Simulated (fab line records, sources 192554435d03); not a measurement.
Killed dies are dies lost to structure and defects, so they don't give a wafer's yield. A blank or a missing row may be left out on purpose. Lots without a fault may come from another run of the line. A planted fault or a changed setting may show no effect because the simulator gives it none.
fab line records | flow n5_finfet | part 1 of 2: steps 1 to 20 of 28
record lots=5 wafers=15 last_day=17
route steps=1938 shown BEOL_M1@779
lots that met no fault: from a run of the same line without faults
start_h: hours from the record's first day to the start of the lot's first wafer shown | wait_h: hours since the lot's step before | " the same as in the row above | L1.1+2: a row that stands for several wafers | - no value, or no start given | * or withheld: withheld | < > ~ a bound
route shown NAME@n: a module of which the file shows steps, and the number in the route of the first | usual: mean/standard deviation of fault-free wafers | same: alike in all rows | chamber/n: place in a boat | sites: the reading at each site | _std_site: their standard deviation | _edge_site: outer sites' mean less inner sites' | radius_mm: how far each site lies from the wafer's centre | mask NAME#n: copy n | behind: the tool/chamber that last shaped the wafer | hold: why the lot was held/for how many hours/how that ended | device: the transistor (n, p or np) that didn't switch | end of line: the same wafers' tests at the end of the route | a step without rows: its recipe alone | killed: dies lost to structure and defects at the first sort, not the wafer's yield | map: a wafer's dies, x killed, . not, _ none there
set.NAME: the setting as run; set.NAME@STEP: as run at that earlier step | model.NAME: the simulator's own value behind a step, which no gauge read
lots at some steps of the route; a table a step, a row a wafer
services: from which hour (start_h, from the record's first day; less than 0 if before it) a tool's chamber was out of use, for how many hours, and why
## steps
# step N5_BEOL_M1_COAT_76
# recipe resist=underlayer temp_c=205 time_s=60 spin_rpm=1500 resist_thk_nm=5
# usual dispense_pressure_kPa=54.5/2.2 heater_power_total_W=391.6/1.3
# columns lot.wafer tool chamber start_h wait_h dispense_pressure_kPa heater_power_total_W
L075.1 litho_track-01 0 - - 54.8 389.6
L075.3 " 0 " " 54.7 391.6
L075.5 " 0 " " 54.8 391.5
L079.1 litho_track-02 0 - - 56.2 392.6
L079.2 " 0 " " 56.2 389.9
L079.6 " 0 " " 56.2 390.3
L082.2 litho_track-02 0 - - 56.2 393.9
L082.4 " 0 " " 56.2 389.7
L082.6 " 0 " " 56.2 391.4
L083.2 litho_track-02 0 - - 56.2 391.0
L083.5 " 0 " " 56.2 392.1
L083.6 " 0 " " 56.2 392.5
L097.1 litho_track-02 0 - - 56.2 389.9
L097.3 " 0 " " 56.1 389.7
L097.6 " 0 " " 56.2 390.3
# step N5_BEOL_M1_COAT_22
# recipe resist=CAR-EUV spin_rpm=1500 resist_thk_nm=30
# usual dispense_pressure_kPa=54.5/2.2
# columns lot.wafer tool chamber start_h wait_h dispense_pressure_kPa
L075.1 litho_track-01 0 - - 54.8
L075.3 " 0 " " 54.8
L075.5 " 0 " " 54.8
L079.1 litho_track-02 0 - - 56.2
L079.2 " 0 " " 56.2
L079.6 " 0 " " 56.2
L082.2 litho_track-02 0 - - 56.2
L082.4 " 0 " " 56.2
L082.6 " 0 " " 56.2
L083.2 litho_track-02 0 - - 56.2
L083.5 " 0 " " 56.2
L083.6 " 0 " " 56.2
L097.1 litho_track-02 0 - - 56.2
L097.3 " 0 " " 56.2
L097.6 " 0 " " 56.2
# step N5_BEOL_M1_EBR_24
# recipe solvent=PGMEA ebr_width_mm=1.5
# columns lot.wafer tool chamber start_h wait_h
L075.1+3+5 litho_track-01 0 - -
L079.1+2+6 litho_track-02 0 - -
L082.2+4+6 litho_track-02 0 - -
L083.2+5+6 litho_track-02 0 - -
L097.1+3+6 litho_track-02 0 - -
# step N5_BEOL_M1_SOFTBAKE_23
# recipe temp_c=110 time_s=60 resist=CAR-EUV
# usual heater_power_total_W=175.3/1.6
# columns lot.wafer tool chamber start_h wait_h heater_power_total_W
L075.1 litho_track-01 0 - - 174.4
L075.3 " 0 " " 177.4
L075.5 " 0 " " 176.5
L079.1 litho_track-02 0 - - 173.0
L079.2 " 0 " " 177.4
L079.6 " 0 " " 176.7
L082.2 litho_track-02 0 - - 177.1
L082.4 " 0 " " 174.6
L082.6 " 0 " " 173.6
L083.2 litho_track-02 0 - - 176.4
L083.5 " 0 " " 173.2
L083.6 " 0 " " 177.6
L097.1 litho_track-02 0 - - 176.1
L097.3 " 0 " " 177.1
L097.6 " 0 " " 177.5
# step N5_BEOL_M1_EXPOSE_25
# recipe mask_id=V0 na=0.33 source_shape=quasar sigma_inner=0.2 sigma_outer=0.8 polarization=unpolarized defocus_nm=5 target_cd_nm=24 dose_mj=63
# columns lot.wafer tool chamber start_h wait_h mask
L075.1+3+5 euv_scanner-02 0 131.20 - V0#0
L079.1+2+6 euv_scanner-01 0 159.55 - V0#0
L082.2+4+6 euv_scanner-01 0 182.26 - V0#0
L083.2+5+6 euv_scanner-01 0 182.46 - V0#0
L097.1+3+6 euv_scanner-02 0 267.80 - V0#0
# step N5_BEOL_M1_PEB_26
# recipe peb_temp_c=100 peb_time_s=60 resist=CAR-EUV
# usual heater_power_total_W=154.0/1.1
# columns lot.wafer tool chamber start_h wait_h heater_power_total_W
L075.1 litho_track-01 0 131.27 0.1 154.4
L075.3 " 0 " " 154.9
L075.5 " 0 " " 154.8
L079.1 litho_track-02 0 159.63 0.1 153.6
L079.2 " 0 " " 155.4
L079.6 " 0 " " 155.2
L082.2 litho_track-01 0 182.33 0.1 155.2
L082.4 " 0 " " 155.5
L082.6 " 0 " " 154.6
L083.2 litho_track-04 0 182.53 0.1 155.1
L083.5 " 0 " " 155.4
L083.6 " 0 " " 154.1
L097.1 litho_track-02 0 267.88 0.1 155.6
L097.3 " 0 " " 154.5
L097.6 " 0 " " 155.6
# step N5_BEOL_M1_DEVELOP_27
# recipe develop_time_s=30 developer=TMAH resist=CAR-EUV rinse_liquid=surfactant_rinse dry=air_spin dev_temp_c=23
# usual developer_temp_C=23.01/0.11
# columns lot.wafer tool chamber start_h wait_h developer_temp_C
L075.1 litho_track-01 0 - - 23.22
L075.3 " 0 " " 23.17
L075.5 " 0 " " 23.06
L079.1 litho_track-02 0 - - 23.01
L079.2 " 0 " " 23.10
L079.6 " 0 " " 23.03
L082.2 litho_track-01 0 - - 22.99
L082.4 " 0 " " 22.93
L082.6 " 0 " " 22.97
L083.2 litho_track-04 0 - - 23.11
L083.5 " 0 " " 23.16
L083.6 " 0 " " 23.04
L097.1 litho_track-02 0 - - 22.93
L097.3 " 0 " " 23.01
L097.6 " 0 " " 22.95
# step N5_BEOL_M1_CD_MEAS_28
# recipe landing_energy_ev=500 detector=se_inlens target_cd_y_nm=23.3
# usual cd_nm=23.89/0.26
# columns lot.wafer tool chamber start_h wait_h cd_nm
L075.1 cd_sem-02 0 131.34 - 23.99
L075.3 " 0 " " 23.69
L075.5 " 0 " " 23.85
L079.1 cd_sem-02 0 159.70 - 23.31
L079.2 " 0 " " 24.24
L079.6 " 0 " " 23.25
L082.2 cd_sem-01 0 182.40 - 24.03
L082.4 " 0 " " 23.89
L082.6 " 0 " " 23.86
L083.2 cd_sem-02 0 182.60 - 24.44
L083.5 " 0 " " 23.54
L083.6 " 0 " " 23.92
L097.1 cd_sem-03 0 267.95 - 24.04
L097.3 " 0 " " 24.08
L097.6 " 0 " " 23.90
# step N5_BEOL_M1_OVL_MEAS_29
# recipe points_per_wafer=522
# usual V0_OVL=0.6/0.88
# columns lot.wafer tool chamber start_h wait_h V0_OVL[nm]
L075.1 overlay-01 0 131.37 0.0 1.6
L075.3 " 0 " " 2.0
L075.5 " 0 " " 0.7
L079.1 overlay-01 0 159.73 0.0 1.5
L079.2 " 0 " " 1.1
L079.6 " 0 " " 0.7
L082.2 overlay-01 0 182.43 0.0 0.4
L082.4 " 0 " " 0.0
L082.6 " 0 " " 0.8
L083.2 overlay-01 0 182.63 0.0 -0.1
L083.5 " 0 " " -0.7
L083.6 " 0 " " 0.8
L097.1 overlay-01 0 267.98 0.0 2.2
L097.3 " 0 " " 2.2
L097.6 " 0 " " -0.2
# step N5_BEOL_M1_INSPECT_30
# recipe mode=adi inspect_instrument=brightfield
# usual raw_defect_count=375/91
# columns lot.wafer tool chamber start_h wait_h raw_defect_count
L075.1 defect_inspect-01 - 131.43 0.1 397
L075.3 " - " " 371
L075.5 " - " " 321
L079.1 defect_inspect-02 - 159.78 0.1 507
L079.2 " - " " 365
L079.6 " - " " 393
L082.2 defect_inspect-01 - 182.49 0.0 248
L082.4 " - " " 335
L082.6 " - " " 430
L083.2 defect_inspect-02 - 182.69 0.0 378
L083.5 " - " " 381
L083.6 " - " " 416
L097.1 defect_inspect-01 - 268.04 0.1 486
L097.3 " - " " 392
L097.6 " - " " 419
# step N5_BEOL_M1_DESCUM_33
# recipe chemistry=O2 time_s=7 source_power_w=50 bias_power_w=20 pressure_mtorr=20 rf_frequency_hz=2.712e+07 temp_c=40 resist=CAR-EUV o2_flow_sccm=225
# usual drypump_motor_current_A=5.7/0.35 oes_product_au=0.78/0.091 rf_vpp_V=243.2/1.2 showerhead_plenum_p_Torr=2.10/0.053 throttle_valve_pct=20.37/0.23
# columns lot.wafer tool chamber start_h wait_h drypump_motor_current_A oes_product_au rf_hours_counter_h rf_vpp_V showerhead_plenum_p_Torr throttle_valve_pct
L075.1 rie_diel-05 2 131.46 0.0 5.8 0.73 200 241.4 2.08 20.44
L075.3 " 0 " " 5.4 0.95 9 244.3 2.24 20.37
L075.5 " 1 " " 5.2 0.76 - 242.9 2.11 20.24
L079.1 rie_diel-05 1 159.82 0.0 5.2 0.76 139 243.3 2.11 20.22
L079.2 " 2 " " 5.9 0.72 209 243.1 2.08 20.44
L079.6 " 0 " " 5.4 0.92 - 245.9 2.24 20.39
L082.2 rie_diel-05 1 182.61 0.1 5.2 0.76 143 242.3 2.11 20.24
L082.4 " 2 " " 5.8 0.72 213 243.2 2.08 20.46
L082.6 " 2 " " 5.8 0.72 - 241.6 2.08 20.45
L083.2 rie_diel-01 2 182.86 0.2 5.4 0.69 241 242.3 2.06 20.92
L083.5 " 0 " " 5.3 0.83 - 245.2 2.12 20.36
L083.6 " 1 " " 5.5 0.73 - 242.5 2.09 20.38
L097.1 rie_diel-04 0 268.07 0.0 5.6 0.95 13 244.0 2.14 20.19
L097.3 " 3 " " 5.9 0.89 21 243.8 2.12 20.15
L097.6 " 1 " " 6.3 0.67 - 243.1 2.15 20.66
# step N5_BEOL_M1_ETCH_77
# recipe chemistry=N2/H2 target=underlayer target_depth_a=65 mask_material=CAR-EUV time_s=5.2 ion_energy_ev=200 pressure_mtorr=30 source_w=840 bias_w=150 n2_flow_sccm=200 h2_flow_sccm=200 ends=cleared
# usual drypump_motor_current_A=5.7/0.35 etch_rf_on_time_s=5.20/0.13 oes_product_au=0.67/0.078 rf_vpp_V=524.1/2 showerhead_plenum_p_Torr=2.55/0.066 throttle_valve_pct=17.77/0.23
# columns lot.wafer tool chamber start_h wait_h drypump_motor_current_A etch_rf_on_time_s oes_product_au rf_hours_counter_h rf_vpp_V showerhead_plenum_p_Torr throttle_valve_pct
L075.1 rie_diel-05 2 131.50 0.0 5.9 5.28 0.61 200 523.2 2.52 17.87
L075.3 " 0 " " 5.4 5.14 0.81 9 529.2 2.71 17.66
L075.5 " 1 " " 5.2 5.12 0.65 - 523.5 2.55 17.64
L079.1 rie_diel-05 1 159.85 0.0 5.2 5.03 0.66 139 525.2 2.55 17.61
L079.2 " 2 " " 5.8 5.26 0.61 209 521.7 2.52 17.88
L079.6 " 0 " " 5.4 5.12 0.79 - 529.8 2.71 17.71
L082.2 rie_diel-05 1 182.65 0.0 5.2 5.10 0.65 143 522.4 2.55 17.62
L082.4 " 2 " " 5.8 5.31 0.59 213 520.5 2.52 17.88
L082.6 " 2 " " 5.8 5.30 0.61 - 524.1 2.52 17.89
L083.2 rie_diel-01 2 182.89 0.0 5.4 5.32 0.58 241 521.6 2.51 18.34
L083.5 " 0 " " 5.3 5.09 0.71 - 524.9 2.56 17.66
L083.6 " 1 " " 5.5 5.19 0.63 - 524.7 2.53 17.81
L097.1 rie_diel-04 0 268.11 0.0 5.6 5.21 0.79 13 524.2 2.62 17.64
L097.3 " 3 " " 5.9 5.29 0.77 21 524.3 2.60 17.74
L097.6 " 1 " " 6.3 5.14 0.59 - 523.4 2.59 18.01
# step N5_BEOL_M1_ETCH_69
# recipe chemistry=CF4 target=SiARC target_depth_a=156 mask_material=CAR-EUV time_s=26 ion_energy_ev=80 pressure_mtorr=40 source_w=545 bias_w=36 Ar_flow_sccm=100 cf4_flow_sccm=100 ends=cleared
# usual drypump_motor_current_A=5.7/0.35 etch_rf_on_time_s=26.0/0.6 oes_product_au=0.67/0.078 rf_vpp_V=184.2/1.1 showerhead_plenum_p_Torr=2.15/0.06 throttle_valve_pct=15.55/0.27
# columns lot.wafer tool chamber start_h wait_h drypump_motor_current_A etch_rf_on_time_s oes_product_au rf_hours_counter_h rf_vpp_V showerhead_plenum_p_Torr throttle_valve_pct
L075.1 rie_diel-05 2 131.52 0.0 5.8 26.5 0.61 200 183.1 2.13 15.67
L075.3 " 0 " " 5.4 25.8 0.81 9 186.6 2.29 15.48
L075.5 " 1 " " 5.2 25.8 0.66 - 182.8 2.15 15.34
L079.1 rie_diel-05 1 159.87 0.0 5.2 25.8 0.66 139 184.1 2.14 15.36
L079.2 " 2 " " 5.8 26.7 0.61 209 184.4 2.12 15.67
L079.6 " 0 " " 5.4 25.9 0.79 - 185.8 2.29 15.50
L082.2 rie_diel-05 1 182.67 0.0 5.2 25.9 0.65 143 183.8 2.14 15.37
L082.4 " 2 " " 5.9 26.5 0.60 213 184.5 2.12 15.67
L082.6 " 2 " " 5.9 26.8 0.60 - 185.3 2.12 15.65
L083.2 rie_diel-01 2 182.91 0.0 5.4 26.8 0.58 241 182.6 2.11 16.09
L083.5 " 0 " " 5.3 25.4 0.73 - 183.9 2.17 15.51
L083.6 " 1 " " 5.5 26.0 0.64 - 185.4 2.13 15.64
L097.1 rie_diel-04 0 268.12 0.0 5.6 25.9 0.80 13 183.6 2.20 15.36
L097.3 " 3 " " 5.9 26.6 0.76 21 184.7 2.20 15.46
L097.6 " 1 " " 6.3 26.1 0.58 - 186.2 2.19 15.91
# step N5_BEOL_M1_ALD_98
# recipe material=SiO2 target_thk_a=25 temp_c=100 ald_precursor_family=BDEAS ald_co_reactant=O2-plasma pulse_time_s=1 co_reactant_pulse_time_s=1 purge_time_s=2 co_reactant_purge_time_s=2 ald_cycles=17 pressure_torr=2
# usual heater_power_w=79/9.9 precursor_pulse_height_rel=1.000/0.02
# same co_reactant_pulse_time_s=1 purge_time_s=2
# columns lot.wafer tool chamber start_h wait_h heater_power_w precursor_pulse_height_rel since_wet_clean_h
L075.1 ald_sin-04 0 131.60 0.1 81 0.985 32
L075.3 " 3 " " 82 0.989 32
L075.5 " 3 " " 84 1.011 -
L079.1 ald_sin-01 2 159.95 0.1 78 1.031 258
L079.2 " 1 " " 76 0.982 258
L079.6 " 1 " " 78 0.977 -
L082.2 ald_sin-01 2 183.96 1.3 76 0.968 282
L082.4 " 0 " " 90 0.976 282
L082.6 " 1 " " 75 1.015 -
L083.2 ald_sin-01 2 184.15 1.2 77 0.989 282
L083.5 " 0 " " 90 0.978 -
L083.6 " 3 " " 59 1.011 -
L097.1 ald_sin-03 2 268.20 0.1 72 0.986 76
L097.3 " 0 " " 96 0.996 76
L097.6 " 0 " " 94 0.951 -
# step N5_BEOL_M1_ETCHBACK_99
# recipe chemistry=CHF3 target=SiO2 target_depth_a=50 time_s=10.4 source_w=215 bias_w=47 Ar_flow_sccm=200 CHF3_flow_sccm=12 ion_energy_ev=100 pressure_mtorr=30
# usual drypump_motor_current_A=5.6/0.31 oes_product_au=0.77/0.086 rf_vpp_V=240/4.9 showerhead_plenum_p_Torr=2.15/0.07 throttle_valve_pct=17.05/0.3
# columns lot.wafer tool chamber start_h wait_h drypump_motor_current_A oes_product_au rf_hours_counter_h rf_vpp_V showerhead_plenum_p_Torr throttle_valve_pct
L075.1 rie_diel-01 0 132.89 1.2 5.3 0.85 50 234 2.19 17.01
L075.3 " 2 " " 5.3 0.69 228 245 2.14 17.60
L075.5 " 0 " " 5.3 0.86 - 233 2.19 17.01
L079.1 rie_diel-01 0 175.79 15.8 5.3 0.84 59 231 2.19 17.02
L079.2 " 1 " " 5.5 0.74 172 245 2.13 17.00
L079.6 " 2 " " 5.4 0.70 - 246 2.14 17.61
L082.2 rie_diel-01 0 184.10 0.1 5.3 0.83 62 234 2.19 17.01
L082.4 " 2 " " 5.4 0.69 241 247 2.13 17.63
L082.6 " 3 " " 5.7 0.73 - 243 2.04 16.81
L083.2 rie_diel-04 2 192.10 7.9 6.2 0.89 28 242 2.09 16.42
L083.5 " 1 " " 6.3 0.69 - 249 2.21 17.28
L083.6 " 2 " " 6.2 0.89 - 243 2.09 16.42
L097.1 rie_diel-04 0 270.24 2.0 5.6 0.94 13 233 2.22 16.87
L097.3 " 1 " " 6.3 0.69 248 248 2.20 17.31
L097.6 " 1 " " 6.3 0.67 - 249 2.20 17.32
# step N5_BEOL_M1_ETCH_70
# recipe chemistry=N2/H2 target=SOC target_depth_a=800 overetch_a=160 mask_material=SiARC temp_c=40 time_s=120 ion_energy_ev=200 pressure_mtorr=30 source_w=840 bias_w=150 n2_flow_sccm=200 h2_flow_sccm=200
# usual drypump_motor_current_A=5.6/0.31 oes_product_au=0.59/0.061 rf_vpp_V=523.9/2.2 showerhead_plenum_p_Torr=2.54/0.071 throttle_valve_pct=17.78/0.24
# columns lot.wafer tool chamber start_h wait_h drypump_motor_current_A oes_product_au rf_hours_counter_h rf_vpp_V showerhead_plenum_p_Torr throttle_valve_pct
L075.1 rie_diel-01 0 132.93 0.0 5.3 0.65 50 525.9 2.57 17.61
L075.3 " 2 " " 5.4 0.54 229 524.2 2.51 18.27
L075.5 " 0 " " 5.3 0.65 - 527.0 2.57 17.60
L079.1 rie_diel-01 0 175.83 0.0 5.3 0.64 59 523.8 2.56 17.64
L079.2 " 1 " " 5.5 0.57 172 523.2 2.53 17.78
L079.6 " 2 " " 5.4 0.53 - 522.0 2.51 18.31
L082.2 rie_diel-01 0 184.13 0.0 5.3 0.63 62 525.5 2.56 17.64
L082.4 " 2 " " 5.4 0.53 241 522.0 2.51 18.31
L082.6 " 3 " " 5.7 0.57 - 521.5 2.44 17.69
L083.2 rie_diel-04 2 192.14 0.0 6.2 0.66 28 522.4 2.49 17.32
L083.5 " 1 " " 6.3 0.53 - 525.1 2.60 17.95
L083.6 " 2 " " 6.2 0.67 - 522.9 2.49 17.29
L097.1 rie_diel-04 0 270.28 0.0 5.7 0.71 13 524.4 2.61 17.59
L097.3 " 1 " " 6.3 0.52 248 525.2 2.59 17.97
L097.6 " 1 " " 6.3 0.52 - 525.2 2.59 17.97
# step N5_BEOL_M1_STRIP_71
# recipe chemistry=N2/H2 temp_c=40 n2_flow_sccm=200 h2_flow_sccm=200 rf_frequency_hz=6e+07
# columns lot.wafer tool chamber start_h wait_h
L075.1+3+5 rie_diel-01 0,2,0 133.01 0.0
L079.1+2+6 rie_diel-01 0,1,2 175.91 0.0
L082.2+4+6 rie_diel-01 0,2,3 184.21 0.0
L083.2+5+6 rie_diel-04 2,1,2 192.22 0.0
L097.1+3+6 rie_diel-04 0,1,1 270.36 0.0
# step N5_BEOL_M1_STRIP_78
# recipe chemistry=N2/H2 temp_c=40 n2_flow_sccm=200 h2_flow_sccm=200 rf_frequency_hz=6e+07
# columns lot.wafer tool chamber start_h wait_h
L075.1+3+5 rie_diel-01 0,2,0 133.02 0.0
L079.1+2+6 rie_diel-01 0,1,2 175.92 0.0
L082.2+4+6 rie_diel-01 0,2,3 184.22 0.0
L083.2+5+6 rie_diel-04 2,1,2 192.23 0.0
L097.1+3+6 rie_diel-04 0,1,1 270.37 0.0
# step N5_BEOL_M1_VIA_ETCH_34
# recipe chemistry=C4F6/O2 target_depth_a=678 mask_material=SOC pressure_mtorr=15 ion_energy_ev=250 taper_deg=4 time_s=64.4 source_w=350 bias_w=170 Ar_flow_sccm=300 C4F6_flow_sccm=10 O2_flow_sccm=10
# usual drypump_motor_current_A=5.6/0.31 oes_product_au=0.76/0.086 rf_vpp_V=665/13 showerhead_plenum_p_Torr=2.85/0.089 throttle_valve_pct=30.7/0.37
# columns lot.wafer tool chamber start_h wait_h drypump_motor_current_A oes_product_au rf_hours_counter_h rf_vpp_V showerhead_plenum_p_Torr throttle_valve_pct
L075.1 rie_diel-01 0 133.03 0.0 5.3 0.85 50 645 2.89 30.8
L075.3 " 2 " " 5.4 0.69 229 678 2.83 31.4
L075.5 " 0 " " 5.3 0.84 - 646 2.89 30.8
L079.1 rie_diel-01 0 175.93 0.0 5.3 0.84 59 645 2.89 30.8
L079.2 " 1 " " 5.5 0.74 172 678 2.82 30.4
L079.6 " 2 " " 5.3 0.69 - 679 2.82 31.4
L082.2 rie_diel-01 0 184.23 0.0 5.3 0.83 62 644 2.89 30.9
L082.4 " 2 " " 5.4 0.68 242 677 2.82 31.4
L082.6 " 3 " " 5.7 0.73 - 675 2.71 30.4
L083.2 rie_diel-04 2 192.24 0.0 6.2 0.89 28 670 2.76 29.9
L083.5 " 1 " " 6.3 0.69 - 687 2.91 30.8
L083.6 " 2 " " 6.2 0.89 - 670 2.76 29.9
L097.1 rie_diel-04 0 270.38 0.0 5.7 0.95 14 644 2.92 30.7
L097.3 " 1 " " 6.3 0.68 248 688 2.90 30.8
L097.6 " 1 " " 6.3 0.68 - 686 2.90 30.8
# step N5_BEOL_M1_STRIP_83
# recipe chemistry=C4F6/O2 resist=SiARC rf_frequency_hz=6e+07
# columns lot.wafer tool chamber start_h wait_h
L075.1+3+5 rie_diel-01 0,2,0 133.08 0.0
L079.1+2+6 rie_diel-01 0,1,2 175.98 0.0
L082.2+4+6 rie_diel-01 0,2,3 184.28 0.0
L083.2+5+6 rie_diel-04 2,1,2 192.29 0.0
L097.1+3+6 rie_diel-04 0,1,1 270.43 0.0
